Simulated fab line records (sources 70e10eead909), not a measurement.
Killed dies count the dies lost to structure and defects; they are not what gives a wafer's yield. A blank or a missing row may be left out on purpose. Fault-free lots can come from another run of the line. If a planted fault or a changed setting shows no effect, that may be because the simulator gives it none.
Which of the tools did it? || flow nand_harc || 14 lots, 42 wafers sampled, at 4 steps of a route of 1302

WHAT THE GAUGES READ, wafer by wafer
NHARC_P_STI_CD_MEAS_09: target cd 200 nm. Usual: cd_nm 199.8 nm, standard deviation 2.2.
{"lot": "L898", "measured": "day 3 02:40", "on": "cd_sem-03", "cd_nm (nm)": "199.3 198.2 198.1", "flag": ""}
{"lot": "L899", "measured": "day 3 10:55", "on": "cd_sem-02", "cd_nm (nm)": "198.6 202.1 199.9", "flag": ""}
{"lot": "L900", "measured": "day 3 14:50", "on": "cd_sem-03", "cd_nm (nm)": "196.4 201.8 200.1", "flag": ""}
{"lot": "L905", "measured": "day 5 18:58", "on": "cd_sem-03", "cd_nm (nm)": "148.4 147.9 148.3", "flag": "OFF"}
{"lot": "L906", "measured": "day 6 02:41", "on": "cd_sem-01", "cd_nm (nm)": "153.4 151.9 153.1", "flag": "OFF"}
{"lot": "L909", "measured": "day 7 09:58", "on": "cd_sem-02", "cd_nm (nm)": "201.1 198.7 198.1", "flag": ""}
{"lot": "L910", "measured": "day 7 18:58", "on": "cd_sem-02", "cd_nm (nm)": "199.8 196.9 201.1", "flag": ""}
{"lot": "L911", "measured": "day 8 04:09", "on": "cd_sem-02", "cd_nm (nm)": "201.9 200.4 203.2", "flag": ""}
{"lot": "L912", "measured": "day 8 14:42", "on": "cd_sem-01", "cd_nm (nm)": "200.3 203.1 199.0", "flag": ""}
{"lot": "L915", "measured": "day 9 22:38", "on": "cd_sem-01", "cd_nm (nm)": "200.7 198.5 197.1", "flag": ""}
{"lot": "L917", "measured": "day 10 18:38", "on": "cd_sem-03", "cd_nm (nm)": "200.6 198.3 201.0", "flag": ""}
{"lot": "L918", "measured": "day 11 04:22", "on": "cd_sem-01", "cd_nm (nm)": "201.0 200.4 198.0", "flag": ""}
{"lot": "L919", "measured": "day 11 13:34", "on": "cd_sem-01", "cd_nm (nm)": "198.2 200.0 202.2", "flag": ""}
{"lot": "L920", "measured": "day 12 00:38", "on": "cd_sem-02", "cd_nm (nm)": "196.5 196.8 197.1", "flag": ""}

TOOL THAT RAN EACH LOT (tool first, then ch and the chambers of the sampled wafers, then the start)
{"lot": "L898", "NHARC_P_ZERO_WELL_DESCUM_13": "rie_diel-09 ch 1,2, day 1 21:28", "NHARC_P_ZERO_WELL_ETCH_65": "rie_diel-09 ch 0,1, day 1 21:33", "NHARC_P_STI_PEB_07": "litho_track-07 ch 0, day 3 02:35"}
{"lot": "L899", "NHARC_P_ZERO_WELL_DESCUM_13": "rie_diel-04 ch 1,2,3, day 2 07:28", "NHARC_P_ZERO_WELL_ETCH_65": "rie_diel-04 ch 2,3, day 2 07:49", "NHARC_P_STI_PEB_07": "litho_track-05 ch 0, day 3 10:50"}
{"lot": "L900", "NHARC_P_ZERO_WELL_DESCUM_13": "rie_diel-01 ch 0,2,3, day 2 17:16", "NHARC_P_ZERO_WELL_ETCH_65": "rie_diel-01 ch 0,2,3, day 2 17:22", "NHARC_P_STI_PEB_07": "litho_track-05 ch 0, day 3 14:46"}
{"lot": "L905", "NHARC_P_ZERO_WELL_DESCUM_13": "rie_diel-09 ch 1,2, day 4 19:24", "NHARC_P_ZERO_WELL_ETCH_65": "rie_diel-09 ch 0,1,2, day 4 19:29", "NHARC_P_STI_PEB_07": "litho_track-07 ch 0, day 5 18:52"}
{"lot": "L906", "NHARC_P_ZERO_WELL_DESCUM_13": "rie_diel-04 ch 0,1,2, day 5 05:24", "NHARC_P_ZERO_WELL_ETCH_65": "rie_diel-04 ch 2,3, day 5 05:29", "NHARC_P_STI_PEB_07": "litho_track-07 ch 0, day 6 02:35"}
{"lot": "L909", "NHARC_P_ZERO_WELL_DESCUM_13": "rie_diel-01 ch 1,2, day 6 11:23", "NHARC_P_ZERO_WELL_ETCH_65": "rie_diel-01 ch 1,2,3, day 6 11:29", "NHARC_P_STI_PEB_07": "litho_track-03 ch 0, day 7 09:52"}
{"lot": "L910", "NHARC_P_ZERO_WELL_DESCUM_13": "rie_diel-04 ch 1,2,3, day 6 21:17", "NHARC_P_ZERO_WELL_ETCH_65": "rie_diel-04 ch 0,1,2, day 6 21:22", "NHARC_P_STI_PEB_07": "litho_track-03 ch 0, day 7 18:53"}
{"lot": "L911", "NHARC_P_ZERO_WELL_DESCUM_13": "rie_diel-04 ch 1,3, day 7 07:23", "NHARC_P_ZERO_WELL_ETCH_65": "rie_diel-04 ch 0,1,2, day 7 07:29", "NHARC_P_STI_PEB_07": "litho_track-05 ch 0, day 8 04:04"}
{"lot": "L912", "NHARC_P_ZERO_WELL_DESCUM_13": "rie_diel-09 ch 0,3, day 7 17:16", "NHARC_P_ZERO_WELL_ETCH_65": "rie_diel-09 ch 0,1, day 7 17:22", "NHARC_P_STI_PEB_07": "litho_track-05 ch 0, day 8 14:37"}
{"lot": "L915", "NHARC_P_ZERO_WELL_DESCUM_13": "rie_diel-04 ch 0,1,3, day 8 23:31", "NHARC_P_ZERO_WELL_ETCH_65": "rie_diel-04 ch 2,3, day 8 23:36", "NHARC_P_STI_PEB_07": "litho_track-03 ch 0, day 9 22:33"}
{"lot": "L917", "NHARC_P_ZERO_WELL_DESCUM_13": "rie_diel-09 ch 0,1,3, day 9 20:53", "NHARC_P_ZERO_WELL_ETCH_65": "rie_diel-09 ch 0,3, day 9 20:58", "NHARC_P_STI_PEB_07": "litho_track-05 ch 0, day 10 18:32"}
{"lot": "L918", "NHARC_P_ZERO_WELL_DESCUM_13": "rie_diel-04 ch 0,1,3, day 10 05:24", "NHARC_P_ZERO_WELL_ETCH_65": "rie_diel-04 ch 1,2,3, day 10 05:32", "NHARC_P_STI_PEB_07": "litho_track-03 ch 0, day 11 04:17"}
{"lot": "L919", "NHARC_P_ZERO_WELL_DESCUM_13": "rie_diel-09 ch 0,2,3, day 10 15:19", "NHARC_P_ZERO_WELL_ETCH_65": "rie_diel-09 ch 0,1,3, day 10 15:25", "NHARC_P_STI_PEB_07": "litho_track-03 ch 0, day 11 13:29"}
{"lot": "L920", "NHARC_P_ZERO_WELL_DESCUM_13": "rie_diel-01 ch 1,2,3, day 11 01:25", "NHARC_P_ZERO_WELL_ETCH_65": "rie_diel-01 ch 1,2,3, day 11 01:30", "NHARC_P_STI_PEB_07": "litho_track-07 ch 0, day 12 00:32"}
- NHARC_P_ZERO_WELL_DESCUM_13: chemistry O2, time 3 s.
- NHARC_P_ZERO_WELL_ETCH_65: etches the open film in N2/H2, target depth 80 nm, overetch 24 nm, time 87.88 s.
- NHARC_P_STI_PEB_07: peb time 80 s.

AS READ BY THE TOOLS THEMSELVES (means over the sampled wafers that have a number; for cases with no such wafer, the mark the record gives instead)
NHARC_P_ZERO_WELL_DESCUM_13. Usual: drypump_motor_current_A 5.9 A, standard deviation 0.49; oes_product_au 1.001 a.u., standard deviation 0.0095; rf_vpp_V 57.9 V, standard deviation 0.83; showerhead_plenum_p_Torr 1.94 Torr, standard deviation 0.083; throttle_valve_pct 11.311 %, standard deviation 0.01.
{"lot": "L898", "tool": "rie_diel-09", "drypump_motor_current_A (A)": 6.3, "oes_product_au (a.u.)": 1.012, "rf_vpp_V (V)": 58.2, "showerhead_plenum_p_Torr (Torr)": 1.98, "throttle_valve_pct (%)": 11.313, "flag": ""}
{"lot": "L899", "tool": "rie_diel-04", "drypump_motor_current_A (A)": 5.8, "oes_product_au (a.u.)": 1.003, "rf_vpp_V (V)": 58.6, "showerhead_plenum_p_Torr (Torr)": 1.98, "throttle_valve_pct (%)": 11.311, "flag": ""}
{"lot": "L900", "tool": "rie_diel-01", "drypump_motor_current_A (A)": 6.0, "oes_product_au (a.u.)": 1.015, "rf_vpp_V (V)": 57.5, "showerhead_plenum_p_Torr (Torr)": 1.88, "throttle_valve_pct (%)": 11.303, "flag": ""}
{"lot": "L905", "tool": "rie_diel-09", "drypump_motor_current_A (A)": 6.3, "oes_product_au (a.u.)": 1.007, "rf_vpp_V (V)": 58.1, "showerhead_plenum_p_Torr (Torr)": 1.98, "throttle_valve_pct (%)": 11.314, "flag": ""}
{"lot": "L906", "tool": "rie_diel-04", "drypump_motor_current_A (A)": 5.4, "oes_product_au (a.u.)": 1.004, "rf_vpp_V (V)": 58.4, "showerhead_plenum_p_Torr (Torr)": 2.00, "throttle_valve_pct (%)": 11.312, "flag": ""}
{"lot": "L909", "tool": "rie_diel-01", "drypump_motor_current_A (A)": 6.1, "oes_product_au (a.u.)": 0.998, "rf_vpp_V (V)": 57.7, "showerhead_plenum_p_Torr (Torr)": 2.00, "throttle_valve_pct (%)": 11.304, "flag": ""}
{"lot": "L910", "tool": "rie_diel-04", "drypump_motor_current_A (A)": 5.8, "oes_product_au (a.u.)": 1.000, "rf_vpp_V (V)": 57.9, "showerhead_plenum_p_Torr (Torr)": 1.97, "throttle_valve_pct (%)": 11.303, "flag": ""}
{"lot": "L911", "tool": "rie_diel-04", "drypump_motor_current_A (A)": 5.7, "oes_product_au (a.u.)": 0.998, "rf_vpp_V (V)": 58.8, "showerhead_plenum_p_Torr (Torr)": 2.00, "throttle_valve_pct (%)": 11.311, "flag": ""}
{"lot": "L912", "tool": "rie_diel-09", "drypump_motor_current_A (A)": 5.9, "oes_product_au (a.u.)": 1.000, "rf_vpp_V (V)": 58.5, "showerhead_plenum_p_Torr (Torr)": 1.95, "throttle_valve_pct (%)": 11.310, "flag": ""}
{"lot": "L915", "tool": "rie_diel-04", "drypump_motor_current_A (A)": 5.6, "oes_product_au (a.u.)": 0.996, "rf_vpp_V (V)": 58.6, "showerhead_plenum_p_Torr (Torr)": 1.97, "throttle_valve_pct (%)": 11.311, "flag": ""}
{"lot": "L917", "tool": "rie_diel-09", "drypump_motor_current_A (A)": 6.2, "oes_product_au (a.u.)": 0.998, "rf_vpp_V (V)": 57.6, "showerhead_plenum_p_Torr (Torr)": 1.94, "throttle_valve_pct (%)": 11.321, "flag": ""}
{"lot": "L918", "tool": "rie_diel-04", "drypump_motor_current_A (A)": 5.6, "oes_product_au (a.u.)": 0.989, "rf_vpp_V (V)": 58.2, "showerhead_plenum_p_Torr (Torr)": 1.96, "throttle_valve_pct (%)": 11.322, "flag": ""}
{"lot": "L919", "tool": "rie_diel-09", "drypump_motor_current_A (A)": 5.9, "oes_product_au (a.u.)": 0.991, "rf_vpp_V (V)": 57.9, "showerhead_plenum_p_Torr (Torr)": 1.92, "throttle_valve_pct (%)": 11.317, "flag": ""}
{"lot": "L920", "tool": "rie_diel-01", "drypump_motor_current_A (A)": 5.9, "oes_product_au (a.u.)": 1.004, "rf_vpp_V (V)": 57.9, "showerhead_plenum_p_Torr (Torr)": 1.93, "throttle_valve_pct (%)": 11.314, "flag": ""}

NHARC_P_ZERO_WELL_ETCH_65. Usual: drypump_motor_current_A 5.9 A, standard deviation 0.51; oes_product_au 1.000 a.u., standard deviation 0.0092; rf_fwd_power_W 397.4 W, standard deviation 1.6; rf_vpp_V 431.3 V, standard deviation 2.6; showerhead_plenum_p_Torr 2.07 Torr, standard deviation 0.089; throttle_valve_pct 14.171 %, standard deviation 0.0091.
{"lot": "L898", "tool": "rie_diel-09", "drypump_motor_current_A (A)": 6.5, "oes_product_au (a.u.)": 1.001, "rf_fwd_power_W (W)": 397.2, "rf_vpp_V (V)": 431.1, "showerhead_plenum_p_Torr (Torr)": 2.07, "throttle_valve_pct (%)": 14.174, "flag": ""}
{"lot": "L899", "tool": "rie_diel-04", "drypump_motor_current_A (A)": 5.9, "oes_product_au (a.u.)": 1.007, "rf_fwd_power_W (W)": 397.4, "rf_vpp_V (V)": 432.7, "showerhead_plenum_p_Torr (Torr)": 2.09, "throttle_valve_pct (%)": 14.165, "flag": ""}
{"lot": "L900", "tool": "rie_diel-01", "drypump_motor_current_A (A)": 5.9, "oes_product_au (a.u.)": 1.012, "rf_fwd_power_W (W)": 396.4, "rf_vpp_V (V)": 429.7, "showerhead_plenum_p_Torr (Torr)": 2.00, "throttle_valve_pct (%)": 14.170, "flag": ""}
{"lot": "L905", "tool": "rie_diel-09", "drypump_motor_current_A (A)": 6.2, "oes_product_au (a.u.)": 0.998, "rf_fwd_power_W (W)": 398.6, "rf_vpp_V (V)": 430.5, "showerhead_plenum_p_Torr (Torr)": 2.05, "throttle_valve_pct (%)": 14.169, "flag": ""}
{"lot": "L906", "tool": "rie_diel-04", "drypump_motor_current_A (A)": 6.2, "oes_product_au (a.u.)": 1.010, "rf_fwd_power_W (W)": 398.4, "rf_vpp_V (V)": 430.9, "showerhead_plenum_p_Torr (Torr)": 2.05, "throttle_valve_pct (%)": 14.164, "flag": ""}
{"lot": "L909", "tool": "rie_diel-01", "drypump_motor_current_A (A)": 5.9, "oes_product_au (a.u.)": 1.000, "rf_fwd_power_W (W)": 397.6, "rf_vpp_V (V)": 431.5, "showerhead_plenum_p_Torr (Torr)": 2.07, "throttle_valve_pct (%)": 14.167, "flag": ""}
{"lot": "L910", "tool": "rie_diel-04", "drypump_motor_current_A (A)": 5.4, "oes_product_au (a.u.)": 1.000, "rf_fwd_power_W (W)": 396.3, "rf_vpp_V (V)": 432.3, "showerhead_plenum_p_Torr (Torr)": 2.14, "throttle_valve_pct (%)": 14.163, "flag": ""}
{"lot": "L911", "tool": "rie_diel-04", "drypump_motor_current_A (A)": 5.4, "oes_product_au (a.u.)": 1.002, "rf_fwd_power_W (W)": 398.4, "rf_vpp_V (V)": 432.5, "showerhead_plenum_p_Torr (Torr)": 2.13, "throttle_valve_pct (%)": 14.166, "flag": ""}
{"lot": "L912", "tool": "rie_diel-09", "drypump_motor_current_A (A)": 6.5, "oes_product_au (a.u.)": 0.998, "rf_fwd_power_W (W)": 398.0, "rf_vpp_V (V)": 431.2, "showerhead_plenum_p_Torr (Torr)": 2.05, "throttle_valve_pct (%)": 14.169, "flag": ""}
{"lot": "L915", "tool": "rie_diel-04", "drypump_motor_current_A (A)": 6.2, "oes_product_au (a.u.)": 1.000, "rf_fwd_power_W (W)": 397.2, "rf_vpp_V (V)": 429.7, "showerhead_plenum_p_Torr (Torr)": 2.04, "throttle_valve_pct (%)": 14.168, "flag": ""}
{"lot": "L917", "tool": "rie_diel-09", "drypump_motor_current_A (A)": 6.0, "oes_product_au (a.u.)": 0.997, "rf_fwd_power_W (W)": 397.1, "rf_vpp_V (V)": 430.2, "showerhead_plenum_p_Torr (Torr)": 2.00, "throttle_valve_pct (%)": 14.164, "flag": ""}
{"lot": "L918", "tool": "rie_diel-04", "drypump_motor_current_A (A)": 5.8, "oes_product_au (a.u.)": 1.007, "rf_fwd_power_W (W)": 397.4, "rf_vpp_V (V)": 432.5, "showerhead_plenum_p_Torr (Torr)": 2.10, "throttle_valve_pct (%)": 14.171, "flag": ""}
{"lot": "L919", "tool": "rie_diel-09", "drypump_motor_current_A (A)": 6.2, "oes_product_au (a.u.)": 0.985, "rf_fwd_power_W (W)": 396.5, "rf_vpp_V (V)": 431.0, "showerhead_plenum_p_Torr (Torr)": 2.06, "throttle_valve_pct (%)": 14.171, "flag": ""}
{"lot": "L920", "tool": "rie_diel-01", "drypump_motor_current_A (A)": 5.9, "oes_product_au (a.u.)": 1.002, "rf_fwd_power_W (W)": 398.4, "rf_vpp_V (V)": 432.1, "showerhead_plenum_p_Torr (Torr)": 2.06, "throttle_valve_pct (%)": 14.174, "flag": ""}

NHARC_P_STI_PEB_07. Usual: heater_power_total_W 189.8 W, standard deviation 0.78; plate_temp_C 127.98 C, standard deviation 0.16.
{"lot": "L898", "tool": "litho_track-07", "heater_power_total_W (W)": 189.3, "plate_temp_C (C)": 127.93, "flag": ""}
{"lot": "L899", "tool": "litho_track-05", "heater_power_total_W (W)": 189.6, "plate_temp_C (C)": 128.13, "flag": ""}
{"lot": "L900", "tool": "litho_track-05", "heater_power_total_W (W)": 189.2, "plate_temp_C (C)": 127.82, "flag": ""}
{"lot": "L905", "tool": "litho_track-07", "heater_power_total_W (W)": 179.7, "plate_temp_C (C)": 122.80, "flag": "OFF"}
{"lot": "L906", "tool": "litho_track-07", "heater_power_total_W (W)": 178.8, "plate_temp_C (C)": 122.86, "flag": "OFF"}
{"lot": "L909", "tool": "litho_track-03", "heater_power_total_W (W)": 189.9, "plate_temp_C (C)": 127.99, "flag": ""}
{"lot": "L910", "tool": "litho_track-03", "heater_power_total_W (W)": 189.6, "plate_temp_C (C)": 127.97, "flag": ""}
{"lot": "L911", "tool": "litho_track-05", "heater_power_total_W (W)": 189.5, "plate_temp_C (C)": 127.77, "flag": ""}
{"lot": "L912", "tool": "litho_track-05", "heater_power_total_W (W)": 190.3, "plate_temp_C (C)": 127.97, "flag": ""}
{"lot": "L915", "tool": "litho_track-03", "heater_power_total_W (W)": 189.2, "plate_temp_C (C)": 127.86, "flag": ""}
{"lot": "L917", "tool": "litho_track-05", "heater_power_total_W (W)": 189.5, "plate_temp_C (C)": 128.01, "flag": ""}
{"lot": "L918", "tool": "litho_track-03", "heater_power_total_W (W)": 190.0, "plate_temp_C (C)": 127.82, "flag": ""}
{"lot": "L919", "tool": "litho_track-03", "heater_power_total_W (W)": 190.2, "plate_temp_C (C)": 128.27, "flag": ""}
{"lot": "L920", "tool": "litho_track-07", "heater_power_total_W (W)": 189.3, "plate_temp_C (C)": 127.86, "flag": ""}

THE ANSWER, worked out from the rows above alone
Rule: a lot is off if the mean of its wafers that have a number lies more than 3 standard deviations from the usual mean. A lot without any number at a reading at which 4 lots or more have one is off too. The other lots that the step has rows for count as sound. The gauges are gone through in route order, then the tools' own readings, and for those a lot's mean is taken as printed above. The first step at which some lot is off is used, and at that step the reading that is off furthest; a lot without a number counts as furthest.
Off: L905, L906, at NHARC_P_STI_CD_MEAS_09 (cd_nm).
If a tool, at a process step before that reading, ran all the lots that are off and no sound lot after the first of them, it fits. Not tried: the gauges at NHARC_P_STI_CD_MEAS_09; whatever is off there is also off at NHARC_P_STI_PEB_07, on other tools, and gauge error can't account for it. Of those tried, none fits.

WHAT HAD BEEN PUT IN BY THE SIMULATOR
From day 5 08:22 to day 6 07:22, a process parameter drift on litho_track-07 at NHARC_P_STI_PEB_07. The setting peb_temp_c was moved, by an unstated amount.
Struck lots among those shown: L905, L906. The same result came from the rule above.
